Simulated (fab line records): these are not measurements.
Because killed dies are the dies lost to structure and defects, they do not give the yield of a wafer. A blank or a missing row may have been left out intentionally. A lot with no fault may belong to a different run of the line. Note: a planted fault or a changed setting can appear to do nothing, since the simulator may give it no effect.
A struck lot beside a sound one    flow n5 finfet    15 steps out of a route of 1938
Sound: the wafers L684.2, L684.3, L684.5. Wafers struck: L697.2, L697.6. The cause comes at the end.
Per side, at each step with rows, come the tool, then ch with its chambers, and then its first start. Under that, the readings that differ: sound wafers    struck wafers    difference of the means    sigmas: that difference in standard deviations of wafers without a fault.
alike: same words and numbers on both sides, and readings whose means sit less than 2 such deviations apart. not compared: any withheld reading, any reading some wafer has no value for, any bound like >300 that may hide the same value, and any number with overlapping values for which the record gives no deviation.
Wherever a step has rows on one side only, a row that says differs or no value, or a row with sigmas, the two part there. Numbers that don't overlap but have no deviation are shown without sigmas and don't part them. A reading missing from all wafers of one side parts the sides only when that side holds two or more wafers.

first, 2 steps without rows for these wafers: N5_BEOL_M10_TRENCH_ETCH_37 (etches SiCOH lowk in C4F6/O2, target depth 148.83 nm, time 48 s); N5_BEOL_M10_ETCH_41 (etches SiCN in CH3F/O2, target depth 42.6 nm, time 86 s).
N5_BEOL_M10_STRIP_77: strips in N2/H2, time 10 s.
  sound on rie diel-02 ch 1,3; struck on rie diel-02 ch 1,2
reading       sound           struck     difference  sigmas
rf vpp V (V)  60.7 59.3 60.2  58.4 58.0  -1.9        -2
  alike: drypump motor current A, oes product au, showerhead plenum p Torr, throttle valve pct
  not compared: rf hours counter h
N5_BEOL_M10_OCD_MEAS_38:
  struck on ocd-02, day 13 15:48; sound on ocd-02, day 10 01:23
  alike: trench depth nm
then, 4 steps without rows for these wafers: N5_BEOL_M10_HM_STRIP_39 (strips TiN in peroxide tin strip, target depth 25 nm, time 158 s); N5_BEOL_M10_SRD_40 (time 30 s); N5_BEOL_M10_PRECLEAN_42 (cleans in residue remover, time 60 s); N5_BEOL_M10_SRD_43 (time 30 s).
N5_BEOL_M10_CD_MEAS_35 targets a cd of 70 nm.
  struck on cd sem-02, day 13 15:57; sound on cd sem-01, day 10 01:32
  alike: cd nm
N5_BEOL_M10_CURE_72: cures SiCOH lowk, time 120 s.
  sound on uv cure-01 ch 1, day 10 01:52; struck on uv cure-03 ch 1, day 13 16:02
  alike: lamp power pct, wafer_temp_C_max
N5_BEOL_M10_DEGAS_44: time 60 s.
  struck on pvd sputter-03, day 13 16:29; sound on pvd sputter-02, day 10 02:49
  alike: heater power w
N5_BEOL_M10_PRE_CLEAN_45: time 30 s.
  struck on pvd sputter-03, day 13 16:32; sound on pvd sputter-02, day 10 02:52
  alike: heater power w
N5_BEOL_M10_ALD_74: deposits TaN, target thk 2 nm, pulse time 2 s, purge time 3 s.
  sound on ald metal-04 ch 2,3, day 10 02:55; struck on ald metal-01 ch 0, day 13 16:39
reading                                   sound     struck  difference  sigmas
ald cycles                                40 40 40  59 59   +19         
model.TaN_of_BEOL_M10_ALD_74.thk nm (nm)  2 2 2     3 3     +1          
  alike: heater power w
  not compared: since wet clean h
N5_BEOL_M10_SURFACE_TREAT_76:
  struck on pvd sputter-03, day 13 17:09; sound on pvd sputter-03, day 10 03:13
  not compared: throttle valve pct
-- here the record skips 2 days between the struck wafers' starts before and after, leaving off in module BEOL_M10 and picking up in module PASSIVATION (first step shown: number 1936 of the route) --
N5_PASSIVATION_PROBE_49:
  struck on prober-02, day 16 04:32; sound on prober-02, day 12 00:12
reading                   sound           struck     difference  sigmas
defect limited yield (%)  89.9 93.1 95.1  88.3 89.4  -3.9        -2
killed_at_M0_to_M3        27 21 17        52 64      +36         +3
killed dies               119 81 58       138 125    +46         +2
killed open               80 54 40        95 83      +31         +2
killed short              35 23 17        41 39      +15         +2
sort_bin_5_function (%)   6.0 3.7 3.2     7.1 6.0    +2.2        +2
sort_bin_6_memory (%)     3.6 3.1 1.6     4.4 4.3    +1.6        +2
sort_bin_8_speed (%)      0 0.25 0        0 0        +0          -2
sort n pass               1061 1096 1122  1042 1055  -44         -2
sort yield pct (%)        89.9 92.9 95.1  88.3 89.4  -3.8        -2
  alike: killed_at_M4_up, killed at contacts, killed at front end, killed at other, sort_bin_4_leakage

WHERE THEY PART
First at N5_BEOL_M10_STRIP_77; last, within this record, at N5_PASSIVATION_PROBE_49.

WHY: what had been put in by the simulator
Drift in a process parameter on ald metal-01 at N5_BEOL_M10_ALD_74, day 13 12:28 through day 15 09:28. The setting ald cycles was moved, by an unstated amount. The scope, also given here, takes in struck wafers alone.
